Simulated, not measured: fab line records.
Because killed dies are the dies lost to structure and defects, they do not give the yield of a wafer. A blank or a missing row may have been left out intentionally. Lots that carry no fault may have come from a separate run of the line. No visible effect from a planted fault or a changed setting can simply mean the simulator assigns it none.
The tool behind it: which one?    flow nand harc    12 lots with 33 wafers sampled at 5 steps, on a route of 1159 steps

WHAT EACH GAUGE READ, for each wafer
NHARC_END_SORT_01.
lot   measured      on         killed at array  killed at other  killed at periphery  killed dies  killed open  killed short
L263  day 25 00:22  prober-02  18               1                3                    22           3            2
L267  day 24 15:48  prober-02  53               0                1                    54           6            3
L269  day 25 21:37  prober-01  20               0                2                    22           3            1

WHAT TOOL EACH LOT RAN ON (gives the tool, then ch and the chambers of the sampled wafers, and finally the start)
lot   NHARC_A_STAIRCASE_DESCUM_186        NHARC_A_STAIRCASE_TRIM_193                     NHARC_A_STAIRCASE_TRIM_196          NHARC_A_STAIRCASE_TRIM_198
L257  rie diel-09 ch 0,3, day 10 08:00    rie diel-09 ch 1,2, day 10 09:52 or earlier    rie diel-13 ch 0,1, day 10 09:52    rie diel-13 ch 0,1, day 10 10:18
L258  rie diel-13 ch 1,2,3, day 11 15:44  rie diel-13 ch 0,1,2, day 11 18:45 or earlier  rie diel-13 ch 0,3, day 11 18:45    rie diel-13 ch 0,2,3, day 11 19:10
L259  rie diel-11 ch 1,2,3, day 11 15:54  rie diel-11 ch 0,1,2, day 11 19:13 or earlier  rie diel-13 ch 0,2,3, day 11 19:13  rie diel-13 ch 0,1,2, day 11 19:37
L261  rie diel-13 ch 0,2,3, day 11 21:22  rie diel-13 ch 0,1,3, day 11 22:47 or earlier  rie diel-13 ch 1,2,3, day 11 22:47  rie diel-13 ch 1,2, day 11 23:11
L262  rie diel-11 ch 0,1,2, day 12 00:17  rie diel-11 ch 1,2,3, day 12 01:29 or earlier  rie diel-09 ch 2,3, day 12 01:29    rie diel-09 ch 1,2, day 12 01:46
L263  rie diel-13 ch 2,3, day 13 04:38    rie diel-13 ch 1,3, day 13 06:14 or earlier    rie diel-09 ch 0,3, day 13 06:14    rie diel-09 ch 0,2, day 13 06:34
L267  rie diel-09 ch 0,3, day 13 08:09    rie diel-09 ch 0,2, day 13 09:37 or earlier    rie diel-09 ch 2, day 13 09:37      rie diel-09 ch 2,3, day 13 10:01
L266  rie diel-09 ch 0,2, day 13 08:41    rie diel-09 ch 0,2, day 13 10:18 or earlier    rie diel-11 ch 2,3, day 13 10:18    rie diel-11 ch 1,2,3, day 13 10:35
L269  rie diel-11 ch 0,1, day 14 00:56    rie diel-11 ch 0,3, day 14 02:35 or earlier    rie diel-09 ch 2,3, day 14 02:35    rie diel-09 ch 0,3, day 14 02:58
L275  rie diel-13 ch 2,3, day 15 13:52    rie diel-13 ch 0,1,2, day 15 14:59 or earlier  rie diel-13 ch 2,3, day 15 14:59    rie diel-13 ch 1,2, day 15 15:18
L277  rie diel-11 ch 1,2, day 15 17:50    rie diel-11 ch 1,2, day 15 19:06 or earlier    rie diel-11 ch 2,3, day 15 19:06    rie diel-11 ch 0,3, day 15 19:22
L280  rie diel-09 ch 0,2, day 16 19:02    rie diel-09 ch 0,1,3, day 16 20:14 or earlier  rie diel-09 ch 0,1, day 16 20:14    rie diel-09 ch 1,3, day 16 20:32
- NHARC_A_STAIRCASE_DESCUM_186: chemistry O2, time 3 s.
- NHARC_A_STAIRCASE_TRIM_193: chemistry O2, time 211.2 s.
- NHARC_A_STAIRCASE_TRIM_196: chemistry O2, time 211.2 s.
- NHARC_A_STAIRCASE_TRIM_198: chemistry O2, time 211.2 s.

WHAT THE TOOLS THEMSELVES READ (means of the sampled wafers that have a number; where no wafer has one, the mark that the record gives instead)
NHARC_A_STAIRCASE_DESCUM_186.
lot   tool         drypump motor current A (A)  oes product au (a.u.)  rf vpp V (V)  showerhead plenum p Torr (Torr)  throttle valve pct (%)
L257  rie diel-09  5.1                          1.006                  58.3          1.89                             11.316
L258  rie diel-13  5.8                          0.993                  57.0          1.81                             11.307
L259  rie diel-11  5.7                          0.999                  57.4          1.90                             11.313
L261  rie diel-13  5.9                          0.993                  57.1          1.84                             11.312
L262  rie diel-11  5.6                          1.009                  57.4          1.87                             11.310
L263  rie diel-13  6.1                          1.000                  57.6          1.94                             11.317
L267  rie diel-09  5.0                          1.004                  57.2          1.87                             11.306
L266  rie diel-09  5.0                          0.995                  56.8          1.85                             11.310
L269  rie diel-11  5.6                          1.006                  57.5          1.86                             11.312
L275  rie diel-13  6.3                          0.996                  58.1          1.98                             11.306
L277  rie diel-11  5.8                          1.011                  57.4          1.89                             11.316
L280  rie diel-09  5.1                          0.998                  57.5          1.88                             11.314

NHARC_A_STAIRCASE_TRIM_193.
lot   tool         drypump motor current A (A)  oes product au (a.u.)  rf vpp V (V)  showerhead plenum p Torr (Torr)  throttle valve pct (%)
L257  rie diel-09  5.3                          0.992                  57.4          3.47                             17.045
L258  rie diel-13  5.5                          0.996                  57.6          3.46                             17.029
L259  rie diel-11  5.6                          1.010                  58.0          3.46                             17.043
L261  rie diel-13  5.8                          0.990                  57.0          3.44                             17.036
L262  rie diel-11  5.8                          1.003                  57.3          3.50                             17.033
L263  rie diel-13  6.0                          1.011                  59.2          3.63                             17.038
L267  rie diel-09  5.1                          1.000                  58.3          3.46                             17.042
L266  rie diel-09  5.1                          0.997                  58.3          3.49                             17.037
L269  rie diel-11  5.7                          1.003                  56.9          3.38                             17.026
L275  rie diel-13  5.5                          1.010                  58.2          3.45                             17.045
L277  rie diel-11  5.7                          1.010                  57.5          3.52                             17.037
L280  rie diel-09  5.2                          0.993                  58.6          3.55                             17.037

NHARC_A_STAIRCASE_TRIM_196.
lot   tool         drypump motor current A (A)  oes product au (a.u.)  rf vpp V (V)  showerhead plenum p Torr (Torr)  throttle valve pct (%)
L257  rie diel-13  5.5                          1.004                  58.4          3.55                             17.032
L258  rie diel-13  6.2                          0.995                  57.0          3.38                             17.047
L259  rie diel-13  5.9                          0.995                  57.7          3.40                             17.033
L261  rie diel-13  5.9                          0.989                  57.5          3.35                             17.028
L262  rie diel-09  5.3                          0.997                  58.2          3.56                             17.035
L263  rie diel-09  5.0                          1.005                  58.0          3.45                             17.032
L267  rie diel-09  5.3                          0.988                  57.9          3.56                             17.039
L266  rie diel-11  5.8                          0.996                  57.5          3.45                             17.034
L269  rie diel-09  5.2                          0.998                  56.8          3.54                             17.041
L275  rie diel-13  6.3                          1.008                  57.7          3.64                             17.027
L277  rie diel-11  5.8                          1.017                  57.0          3.45                             17.024
L280  rie diel-09  5.0                          1.004                  57.6          3.49                             17.036

NHARC_A_STAIRCASE_TRIM_198.
lot   tool         drypump motor current A (A)  oes product au (a.u.)  rf vpp V (V)  showerhead plenum p Torr (Torr)  throttle valve pct (%)
L257  rie diel-13  5.4                          0.991                  58.4          3.51                             17.037
L258  rie diel-13  5.9                          0.992                  57.0          3.40                             17.029
L259  rie diel-13  5.5                          0.986                  57.0          3.46                             17.048
L261  rie diel-13  5.6                          0.995                  57.3          3.37                             17.041
L262  rie diel-09  5.4                          0.991                  57.7          3.73                             17.048
L263  rie diel-09  5.0                          1.091                  57.1          3.46                             17.035
L267  rie diel-09  5.2                          1.099                  58.0          3.55                             17.027
L266  rie diel-11  5.7                          0.999                  57.3          3.49                             17.044
L269  rie diel-09  5.0                          1.093                  58.0          3.45                             17.034
L275  rie diel-13  5.6                          1.011                  59.0          3.36                             17.042
L277  rie diel-11  5.7                          1.002                  57.7          3.40                             17.031
L280  rie diel-09  5.4                          1.002                  58.4          3.70                             17.047

THE ANSWER, worked out from the rows above alone
Rule: the lots themselves supply what counts as usual. Put in order of their means at a reading, lots are off if they are a third of the lots or fewer, leave a main group of 4 or more, and stand apart from it by a gap of 3 or more times the standard deviation of the main group's means; of several such gaps the widest counts. If all means in a main group match to the digits the tables above print for the reading, that group is not used. Also off: a lot with no number at a reading for which 4 or more lots have one. All remaining lots with rows at the step are treated as sound. First the gauges in route order, then the tools' own readings, where a lot's mean is used as printed above. The first step at which some lot is off is used, and at that step the reading that is off furthest; a lot without a number counts as furthest.
Off: L263, L267, L269, at NHARC_A_STAIRCASE_TRIM_198 (oes product au). The main group: mean 0.997 a.u., standard deviation 0.0072.
A tool fits if, at that step or a process step before it, it ran every lot that is off, and no sound lot after the first of them. NHARC_A_STAIRCASE_TRIM_193: start missing for some lots; hours and lot order therefore follow NHARC_A_STAIRCASE_TRIM_196. Not one of the candidates tried fits.

WHAT THE SIMULATOR HAD PUT IN
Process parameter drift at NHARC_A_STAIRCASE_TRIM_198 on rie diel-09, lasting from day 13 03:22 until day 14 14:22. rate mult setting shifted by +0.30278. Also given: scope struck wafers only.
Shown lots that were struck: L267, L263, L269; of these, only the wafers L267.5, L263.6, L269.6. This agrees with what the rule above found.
